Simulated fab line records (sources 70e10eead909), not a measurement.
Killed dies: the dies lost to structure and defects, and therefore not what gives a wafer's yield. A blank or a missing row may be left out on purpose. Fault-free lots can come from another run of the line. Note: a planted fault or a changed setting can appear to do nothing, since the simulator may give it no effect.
Chamber matching -- flow nand-harc -- ald-metal-04 running NHARC_A_WL_FILL_ALD_02: 4 sister chambers
The step deposits TiN, target thk 2 nm, pulse time 3 s, ald cycles 100. 18 wafers are shown with their chamber, then 9 later ones without.

## WAFERS PAIRED WITH THEIR CHAMBERS
wafer,chamber,heater-power-w (W),precursor-pulse-height-rel
L074.2,2,1095,1.008
L074.5,2,1111,1.006
L074.6,1,1089,0.986
L079.2,3,1110,0.996
L079.4,1,1095,0.997
L079.6,0,1197,1.008
L081.1,2,1070,1.014
L081.4,3,1126,0.999
L081.6,2,1064,0.990
L083.1,3,1114,0.983
L083.2,0,1225,0.992
L083.3,1,1139,0.984
L084.3,3,1154,1.006
L084.4,1,1111,0.974
L084.5,1,1145,1.004
L087.3,3,1147,1.006
L087.5,1,1125,1.031
L087.6,2,1065,0.974

SIGNATURES, as means of the wafers listed above
reading,chamber 0,chamber 1,chamber 2,chamber 3,scatter within a chamber
heater-power-w,1211.00,1117.33,1081.00,1130.20,21.3
precursor-pulse-height-rel,1.00000,0.99600,0.99840,0.99800,0.016
Rule: for each reading, subtract the chamber's mean from the wafer's reading, divide by that reading's scatter and square the result; add these up over the readings and take the root, which gives the wafer's distance from the chamber. The wafer belongs to the nearest chamber; if the next one is less than 2 further off, it can't be placed. The scatter: the root of (the sum of the squares of (reading less its chamber's mean) over the shown wafers, divided by (wafers less chambers)).

## WAFERS WITHOUT THEIR CHAMBER
wafer,heater-power-w (W),precursor-pulse-height-rel
L090.2,1194,1.011
L090.3,1092,0.983
L090.6,1136,0.969
L092.2,1090,0.997
L092.5,1091,1.009
L092.6,1116,1.004
L097.3,1154,0.998
L097.5,1147,0.992
L097.6,1144,0.989

## EACH ONE'S CHAMBER
wafer,from the rows above,in truth
L090.2,0,0
L090.3,can't be placed: 2 or 1 or 3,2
L090.6,can't be placed: 3 or 1 or 2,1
L092.2,can't be placed: 2 or 1 or 3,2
L092.5,can't be placed: 2 or 1 or 3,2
L092.6,can't be placed: 1 or 3 or 2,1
L097.3,can't be placed: 3 or 1 or 0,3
L097.5,can't be placed: 3 or 1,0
L097.6,can't be placed: 3 or 1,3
Correct placement for 1 of the 9. Not placeable from these rows: 8 (in 7, the candidates include the true chamber). 0 placed wrongly.
